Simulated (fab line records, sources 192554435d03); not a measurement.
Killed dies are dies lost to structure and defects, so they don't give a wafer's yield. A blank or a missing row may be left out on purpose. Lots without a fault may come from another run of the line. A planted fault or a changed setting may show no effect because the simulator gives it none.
Chamber matching | flow n5_finfet | N5_ZERO_LAYER_ETCH_17 on rie_diel-06: 4 sister chambers
The step etches SiO2 in CF4, target depth 12 nm, time 13.3 s. 4 wafers are shown with their chamber, then 9 later ones without.

WAFERS WITH THEIR CHAMBER
wafer  | chamber | oes_product_au (a.u.)
L085.5 | 3       | 0.97
L092.1 | 2       | 0.71
L092.2 | 0       | 0.75
L092.4 | 1       | 0.76

WAFERS WITHOUT THEIR CHAMBER
wafer  | oes_product_au (a.u.)
L093.1 | 0.94
L093.3 | 0.70
L093.4 | 0.75
L094.1 | 0.74
L094.2 | 0.70
L094.3 | 0.94
L094.4 | 0.74
L094.5 | 0.75
L094.6 | 0.75

WHICH CHAMBER EACH WENT THROUGH
wafer  | from the rows above          | in truth
L093.1 | 3                            | 3
L093.3 | 2                            | 2
L093.4 | can't be placed: 0 or 1      | 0
L094.1 | can't be placed: 0 or 1 or 2 | 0
L094.2 | 2                            | 2
L094.3 | 3                            | 3
L094.4 | can't be placed: 0 or 1 or 2 | 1
L094.5 | can't be placed: 0 or 1      | 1
L094.6 | can't be placed: 0 or 1      | 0
Placed correctly: 4 of 9. Can't be placed from these rows: 5 (the true chamber is among the candidates in 5). Placed wrongly: 0.
How it was worked out, from the rows above alone: a wafer's distance from a chamber is the root of the sum, over the readings, of the square of ((its reading less the chamber's mean) divided by the reading's scatter). The wafer belongs to the nearest chamber; if the next one is less than 2 further off, it can't be placed. A chamber's mean is the mean of its shown wafers. The scatter: with one shown wafer a chamber, the root of the mean of the squares of how far each hidden wafer lies from its nearest shown one.
